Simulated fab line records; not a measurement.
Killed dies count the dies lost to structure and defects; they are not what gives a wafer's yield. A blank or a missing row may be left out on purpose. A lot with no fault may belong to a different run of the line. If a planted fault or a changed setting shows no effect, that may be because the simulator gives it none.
Chamber matching -- flow n5Finfet -- N5_MOL_CONTACT_COAG_ETCH_59 on rieDiel-01 has 4 sister chambers
The step etches underlayer in N2/H2, target depth 13 nm, time 10.4 s. 8 wafers are shown with their chamber, then 9 later ones without.

## WAFERS WITH THEIR CHAMBER
wafer,chamber,throttleValvePct (%),drypumpMotorCurrentA (A)
L076.5,0,17.95,5.6
L077.5,3,17.77,5.5
L080.1,1,18.38,5.3
L080.2,3,17.77,5.5
L080.3,0,17.96,5.5
L080.4,2,17.95,5.8
L080.5,2,17.95,5.8
L080.6,1,18.37,5.3

## WAFERS WITHOUT THEIR CHAMBER
wafer,throttleValvePct (%),drypumpMotorCurrentA (A)
L081.1,18.37,5.3
L081.4,17.95,5.8
L081.5,18.37,5.3
L089.2,17.82,5.5
L089.5,17.98,5.8
L089.6,18.38,5.4
L090.1,17.99,5.5
L090.3,17.98,5.8
L090.4,18.39,5.3

## EACH ONE'S CHAMBER
wafer,from the rows above,in truth
L081.1,1,1
L081.4,2,2
L081.5,1,1
L089.2,3,3
L089.5,2,2
L089.6,1,1
L090.1,0,0
L090.3,2,2
L090.4,1,1
Correctly placed: 9 of 9. Left unplaced by these rows: 0. 0 placed wrongly.
How it was worked out, from the rows above alone: a wafer's distance from a chamber is the root of the sum, over the readings, of the square of ((its reading less the chamber's mean) divided by the reading's scatter). The wafer belongs to the nearest chamber; if the next one is less than 2 further off, it can't be placed. A chamber's mean is the mean of its shown wafers. The scatter is the square root of a quotient: the sum, over the shown wafers, of each reading's squared deviation from its chamber's mean, divided by wafers minus chambers.
